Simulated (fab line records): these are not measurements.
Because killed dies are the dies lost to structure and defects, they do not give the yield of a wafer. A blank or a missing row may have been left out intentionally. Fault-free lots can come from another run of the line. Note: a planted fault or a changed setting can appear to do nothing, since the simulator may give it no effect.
Which tool did it? | flow nand harc | 72 wafers from 24 lots sampled at 6 of the route's 1302 steps

== WHAT THE GAUGES SHOWED, per wafer ==
NHARC_P_GATE_INSPECT_28.
lot  | measured     | on                | raw defect count
L074 | day 5 05:50  | defect inspect-01 | 9 8 10
L075 | day 5 08:59  | defect inspect-02 | 12 8 9
L076 | day 5 23:17  | defect inspect-01 | 6 8 6
L077 | day 6 10:56  | defect inspect-02 | 5 8 13
L078 | day 6 11:35  | defect inspect-02 | 7 5 8
L079 | day 7 01:29  | defect inspect-01 | 9 4 3
L080 | day 7 16:12  | defect inspect-02 | 3 3 6
L081 | day 8 10:45  | defect inspect-02 | 4 10 5
L082 | day 8 17:25  | defect inspect-02 | 7 5 5
L083 | day 8 21:05  | defect inspect-01 | 6 9 4
L084 | day 9 14:06  | defect inspect-01 | 5 3 10
L085 | day 9 20:28  | defect inspect-02 | 9 5 7
L086 | day 10 03:34 | defect inspect-02 | 4 3 5
L087 | day 10 06:36 | defect inspect-02 | 12 4 4
L088 | day 11 00:33 | defect inspect-01 | 8 4 5
L089 | day 11 00:23 | defect inspect-02 | 4 7 11
L090 | day 11 22:49 | defect inspect-02 | 8 7 9
L091 | day 12 00:32 | defect inspect-02 | 7 7 7
L092 | day 12 09:09 | defect inspect-01 | 10 7 12
L093 | day 12 20:34 | defect inspect-01 | 4 1 3
L094 | day 13 12:36 | defect inspect-02 | 9 4 9
L095 | day 13 15:55 | defect inspect-02 | 10 12 11
L096 | day 14 02:34 | defect inspect-02 | 11 2 4
L097 | day 14 14:33 | defect inspect-01 | 7 4 5

NHARC_P_CONTACT_CD_MEAS_19.
lot  | measured     | on        | cd nm (nm)
L074 | day 6 02:32  | cd sem-02 | 88.8 89.0 89.3
L075 | day 6 06:01  | cd sem-01 | 91.5 88.5 90.0
L076 | day 6 20:12  | cd sem-01 | 88.8 90.5 90.1
L077 | day 7 07:41  | cd sem-01 | 89.4 89.8 88.6
L078 | day 7 08:38  | cd sem-03 | 88.9 89.2 90.6
L079 | day 7 22:18  | cd sem-03 | 90.7 91.3 90.0
L080 | day 8 12:59  | cd sem-03 | 89.8 91.6 91.2
L081 | day 9 07:42  | cd sem-01 | 89.2 90.0 89.9
L082 | day 9 16:47  | cd sem-03 | 88.2 89.5 88.4
L083 | day 9 18:15  | cd sem-03 | 88.4 91.2 91.2
L084 | day 10 13:24 | cd sem-03 | 90.2 90.8 89.4
L085 | day 10 20:52 | cd sem-02 | 89.6 89.9 89.6
L086 | day 11 00:59 | cd sem-01 | 87.4 89.3 88.9
L087 | day 11 05:39 | cd sem-01 | 92.2 90.3 90.7
L088 | day 11 22:09 | cd sem-03 | 91.2 90.6 92.1
L089 | day 11 21:24 | cd sem-03 | 87.1 90.2 88.9
L090 | day 12 19:39 | cd sem-01 | 89.3 91.4 89.5
L091 | day 12 21:32 | cd sem-03 | 89.6 90.6 90.5
L092 | day 13 06:03 | cd sem-03 | 89.5 90.7 90.3
L093 | day 13 17:38 | cd sem-01 | 89.5 91.5 89.7
L094 | day 14 09:41 | cd sem-01 | 91.0 91.2 92.0
L095 | day 14 13:10 | cd sem-02 | 90.2 90.2 90.5
L096 | day 15 01:49 | cd sem-03 | 88.4 89.6 88.6
L097 | day 15 11:48 | cd sem-01 | 88.5 87.4 87.1

NHARC_P_M1_INSPECT_11.
lot  | measured     | on                | raw defect count
L074 | day 6 09:48  | defect inspect-01 | 10 4 6
L075 | day 6 13:17  | defect inspect-01 | 8 4 6
L076 | day 7 03:16  | defect inspect-01 | 6 3 7
L077 | day 7 14:52  | defect inspect-01 | 4 7 10
L078 | day 7 15:59  | defect inspect-02 | 2 4 1
L079 | day 8 05:37  | defect inspect-02 | 8 3 7
L080 | day 8 20:09  | defect inspect-01 | 4 5 5
L081 | day 9 15:18  | defect inspect-02 | 6 5 4
L082 | day 10 00:05 | defect inspect-01 | 0 3 8
L083 | day 10 01:41 | defect inspect-01 | 4 8 2
L084 | day 10 20:56 | defect inspect-02 | 5 5 2
L085 | day 11 04:28 | defect inspect-02 | 4 8 6
L086 | day 11 08:35 | defect inspect-02 | 4 0 2
L087 | day 11 13:14 | defect inspect-02 | 6 4 2
L088 | day 12 05:33 | defect inspect-02 | 4 4 7
L089 | day 12 05:24 | defect inspect-02 | 2 4 4
L090 | day 13 03:07 | defect inspect-02 | 8 7 3
L091 | day 13 05:11 | defect inspect-02 | 4 3 4
L092 | day 13 13:25 | defect inspect-02 | 6 6 7
L093 | day 14 00:56 | defect inspect-01 | 5 6 4
L094 | day 14 16:56 | defect inspect-02 | 6 4 4
L095 | day 14 20:23 | defect inspect-01 | 6 8 2
L096 | day 15 09:09 | defect inspect-02 | 7 2 4
L097 | day 15 19:06 | defect inspect-02 | 7 2 3

== WHICH TOOL RAN EACH LOT (tool, then ch and the chambers of the sampled wafers, then the start) ==
lot  | NHARC_P_ZERO_WELL_DESCUM_26        | NHARC_P_STI_DESCUM_14              | NHARC_P_M0_DEGAS_28
L074 | rie diel-02 ch 0,2,3, day 1 22:46  | rie diel-06 ch 2,3, day 2 23:16    | pvd sputter-02, day 6 06:49
L075 | rie diel-02 ch 1,2,3, day 2 08:38  | rie diel-13 ch 0,1,3, day 3 07:54  | pvd sputter-02, day 6 10:13
L076 | rie diel-08 ch 0,1,2, day 2 19:17  | rie diel-10 ch 0,2,3, day 3 17:06  | pvd sputter-01, day 7 00:17
L077 | rie diel-08 ch 0,3, day 3 04:44    | rie diel-10 ch 0,2, day 4 03:29    | pvd sputter-03, day 7 11:49
L078 | rie diel-03 ch 0,1,2, day 3 14:41  | rie diel-10 ch 1,3, day 4 11:10    | pvd sputter-02, day 7 12:55
L079 | rie diel-08 ch 0,2,3, day 4 00:39  | rie diel-10 ch 0,2,3, day 4 22:32  | pvd sputter-01, day 8 02:31
L080 | rie diel-02 ch 0,1, day 4 10:40    | rie diel-10 ch 0,1,3, day 5 07:11  | pvd sputter-01, day 8 17:14
L081 | rie diel-02 ch 2,3, day 4 20:37    | rie diel-10 ch 0,1, day 5 18:46    | pvd sputter-03, day 9 11:59
L082 | rie diel-03 ch 0,1,2, day 5 06:45  | rie diel-13 ch 0,1, day 6 02:28    | pvd sputter-01, day 9 21:01
L083 | rie diel-08 ch 0,2,3, day 5 16:30  | rie diel-13 ch 0,2,3, day 6 15:43  | pvd sputter-01, day 9 22:37
L084 | rie diel-08 ch 0,2,3, day 6 02:44  | rie diel-10 ch 0,1,2, day 7 04:43  | pvd sputter-02, day 10 17:52
L085 | rie diel-02 ch 0,1,3, day 6 13:13  | rie diel-06 ch 0,1, day 7 14:05    | pvd sputter-03, day 11 00:57
L086 | rie diel-08 ch 0,2,3, day 6 22:43  | rie diel-13 ch 2,3, day 7 18:50    | pvd sputter-03, day 11 05:30
L087 | rie diel-08 ch 0,1,3, day 7 08:47  | rie diel-10 ch 0,1, day 8 05:03    | pvd sputter-01, day 11 09:55
L088 | rie diel-08 ch 0,2, day 7 18:46    | rie diel-10 ch 0,2,3, day 8 16:07  | pvd sputter-02, day 12 02:26
L089 | rie diel-03 ch 0,3, day 8 04:38    | rie diel-10 ch 1,2, day 9 01:03    | pvd sputter-01, day 12 01:53
L090 | rie diel-03 ch 0,1,2, day 8 14:49  | rie diel-06 ch 0,1, day 9 12:22    | pvd sputter-03, day 13 00:05
L091 | rie diel-02 ch 0,1,3, day 9 01:12  | rie diel-10 ch 0,1, day 9 21:28    | pvd sputter-03, day 13 02:08
L092 | rie diel-03 ch 0,3, day 9 10:43    | rie diel-13 ch 0,1,3, day 10 07:20 | pvd sputter-02, day 13 10:22
L093 | rie diel-02 ch 0,3, day 9 20:44    | rie diel-06 ch 1,2, day 10 16:53   | pvd sputter-03, day 13 21:52
L094 | rie diel-03 ch 0,2,3, day 10 07:09 | rie diel-06 ch 0,2,3, day 11 06:32 | pvd sputter-02, day 14 13:50
L095 | rie diel-03 ch 1,2,3, day 10 16:41 | rie diel-10 ch 0,2,3, day 11 12:25 | pvd sputter-03, day 14 17:17
L096 | rie diel-02 ch 1,2,3, day 11 02:45 | rie diel-13 ch 1,2,3, day 12 00:59 | pvd sputter-02, day 15 06:05
L097 | rie diel-03 ch 1,2,3, day 11 12:46 | rie diel-10 ch 0,3, day 12 10:22   | pvd sputter-01, day 15 16:04
- NHARC_P_ZERO_WELL_DESCUM_26: chemistry O2, time 3 s.
- NHARC_P_STI_DESCUM_14: chemistry O2, time 3 s.
- NHARC_P_M0_DEGAS_28: time 60 s.

== WHAT THE TOOLS THEMSELVES READ (means of the sampled wafers that have a number; where no wafer has one, the mark that the record gives instead) ==
NHARC_P_ZERO_WELL_DESCUM_26.
lot  | tool        | drypump motor current A (A) | oes product au (a.u.) | rf vpp V (V) | showerhead plenum p Torr (Torr) | throttle valve pct (%)
L074 | rie diel-02 | 6.1                         | 0.988                 | 57.7         | 1.91                            | 11.311
L075 | rie diel-02 | 6.0                         | 0.989                 | 57.0         | 1.86                            | 11.313
L076 | rie diel-08 | 6.1                         | 1.003                 | 57.5         | 1.93                            | 11.312
L077 | rie diel-08 | 6.3                         | 0.992                 | 58.0         | 1.96                            | 11.315
L078 | rie diel-03 | 5.9                         | 1.005                 | 58.0         | 1.93                            | 11.310
L079 | rie diel-08 | 6.2                         | 1.005                 | 59.1         | 1.98                            | 11.309
L080 | rie diel-02 | 5.7                         | 0.992                 | 57.9         | 2.01                            | 11.313
L081 | rie diel-02 | 6.3                         | 0.991                 | 58.2         | 1.94                            | 11.311
L082 | rie diel-03 | 5.9                         | 1.007                 | 58.3         | 1.92                            | 11.309
L083 | rie diel-08 | 6.2                         | 1.000                 | 57.5         | 1.98                            | 11.315
L084 | rie diel-08 | 6.2                         | 0.998                 | 58.2         | 1.98                            | 11.306
L085 | rie diel-02 | 5.8                         | 0.988                 | 58.3         | 1.92                            | 11.316
L086 | rie diel-08 | 6.2                         | 1.003                 | 57.7         | 1.97                            | 11.304
L087 | rie diel-08 | 6.0                         | 0.998                 | 57.5         | 1.95                            | 11.308
L088 | rie diel-08 | 6.3                         | 1.015                 | 58.0         | 1.94                            | 11.311
L089 | rie diel-03 | 5.9                         | 1.001                 | 57.5         | 1.95                            | 11.309
L090 | rie diel-03 | 5.9                         | 1.002                 | 57.5         | 1.92                            | 11.311
L091 | rie diel-02 | 5.7                         | 0.993                 | 58.0         | 1.92                            | 11.318
L092 | rie diel-03 | 5.9                         | 1.007                 | 58.8         | 1.94                            | 11.308
L093 | rie diel-02 | 5.9                         | 0.991                 | 58.4         | 1.86                            | 11.318
L094 | rie diel-03 | 6.1                         | 1.005                 | 57.5         | 1.93                            | 11.317
L095 | rie diel-03 | 6.1                         | 1.002                 | 57.9         | 1.97                            | 11.311
L096 | rie diel-02 | 6.0                         | 0.994                 | 57.3         | 1.95                            | 11.324
L097 | rie diel-03 | 6.1                         | 0.998                 | 57.9         | 1.97                            | 11.309

NHARC_P_STI_DESCUM_14.
lot  | tool        | drypump motor current A (A) | oes product au (a.u.) | rf vpp V (V) | showerhead plenum p Torr (Torr) | throttle valve pct (%)
L074 | rie diel-06 | 5.70                        | 0.997                 | 56.9         | 1.98                            | 11.309
L075 | rie diel-13 | 5.74                        | 0.999                 | 57.8         | 2.02                            | 11.313
L076 | rie diel-10 | 5.50                        | 1.003                 | 58.4         | 1.97                            | 11.309
L077 | rie diel-10 | 5.56                        | 1.007                 | 58.1         | 2.04                            | 11.317
L078 | rie diel-10 | 5.58                        | 0.996                 | 58.3         | 1.89                            | 11.314
L079 | rie diel-10 | 5.51                        | 1.000                 | 58.0         | 1.97                            | 11.306
L080 | rie diel-10 | 5.56                        | 0.996                 | 57.0         | 1.92                            | 11.313
L081 | rie diel-10 | 5.68                        | 0.998                 | 57.2         | 1.94                            | 11.303
L082 | rie diel-13 | 6.08                        | 1.002                 | 58.5         | 2.02                            | 11.323
L083 | rie diel-13 | 5.36                        | 1.000                 | 57.7         | 1.96                            | 11.313
L084 | rie diel-10 | 5.64                        | 1.000                 | 57.9         | 1.99                            | 11.316
L085 | rie diel-06 | 5.41                        | 1.010                 | 58.2         | 1.97                            | 11.307
L086 | rie diel-13 | 5.01                        | 1.004                 | 58.2         | 2.01                            | 11.322
L087 | rie diel-10 | 5.71                        | 1.006                 | 57.7         | 1.93                            | 11.318
L088 | rie diel-10 | 5.51                        | 1.004                 | 57.5         | 1.97                            | 11.312
L089 | rie diel-10 | 5.60                        | 1.000                 | 58.1         | 2.00                            | 11.309
L090 | rie diel-06 | 5.35                        | 1.010                 | 57.8         | 1.89                            | 11.312
L091 | rie diel-10 | 5.66                        | 0.994                 | 58.2         | 1.97                            | 11.303
L092 | rie diel-13 | 5.71                        | 0.996                 | 58.0         | 2.02                            | 11.304
L093 | rie diel-06 | 5.53                        | 0.998                 | 57.8         | 1.98                            | 11.306
L094 | rie diel-06 | 5.64                        | 1.000                 | 57.8         | 1.97                            | 11.315
L095 | rie diel-10 | 5.52                        | 1.011                 | 58.2         | 1.97                            | 11.313
L096 | rie diel-13 | 5.34                        | 1.004                 | 58.0         | 2.01                            | 11.319
L097 | rie diel-10 | 5.46                        | 1.009                 | 57.9         | 1.90                            | 11.304

NHARC_P_M0_DEGAS_28.
lot  | tool           | heater power w (W)
L074 | pvd sputter-02 | 350
L075 | pvd sputter-02 | 312
L076 | pvd sputter-01 | 323
L077 | pvd sputter-03 | 351
L078 | pvd sputter-02 | 353
L079 | pvd sputter-01 | 345
L080 | pvd sputter-01 | 346
L081 | pvd sputter-03 | 328
L082 | pvd sputter-01 | 362
L083 | pvd sputter-01 | 323
L084 | pvd sputter-02 | 349
L085 | pvd sputter-03 | 303
L086 | pvd sputter-03 | 341
L087 | pvd sputter-01 | 336
L088 | pvd sputter-02 | 325
L089 | pvd sputter-01 | 320
L090 | pvd sputter-03 | 314
L091 | pvd sputter-03 | 354
L092 | pvd sputter-02 | 305
L093 | pvd sputter-03 | 283
L094 | pvd sputter-02 | 356
L095 | pvd sputter-03 | 317
L096 | pvd sputter-02 | 357
L097 | pvd sputter-01 | 321

== THE ANSWER, worked out from the rows above alone ==
Rule: the lots themselves supply what counts as usual. Put in order of their means at a reading, lots are off if they are a third of the lots or fewer, leave a main group of 4 or more, and stand apart from it by a gap of 3 or more times the standard deviation of the main group's means; of several such gaps the widest counts. The tables above print the reading to a certain number of digits; a main group whose means all agree to those digits is not used. Also off: a lot with no number at a reading for which 4 or more lots have one. The other lots that the step has rows for count as sound. The gauges are gone through in route order, then the tools' own readings, and for those a lot's mean is taken as printed above. The first step at which some lot is off is used, and at that step the reading that is off furthest; a lot without a number counts as furthest.
Across all readings shown, no lot is off: no conclusion can be drawn from this.

== WHAT WAS PUT IN BY THE SIMULATOR ==
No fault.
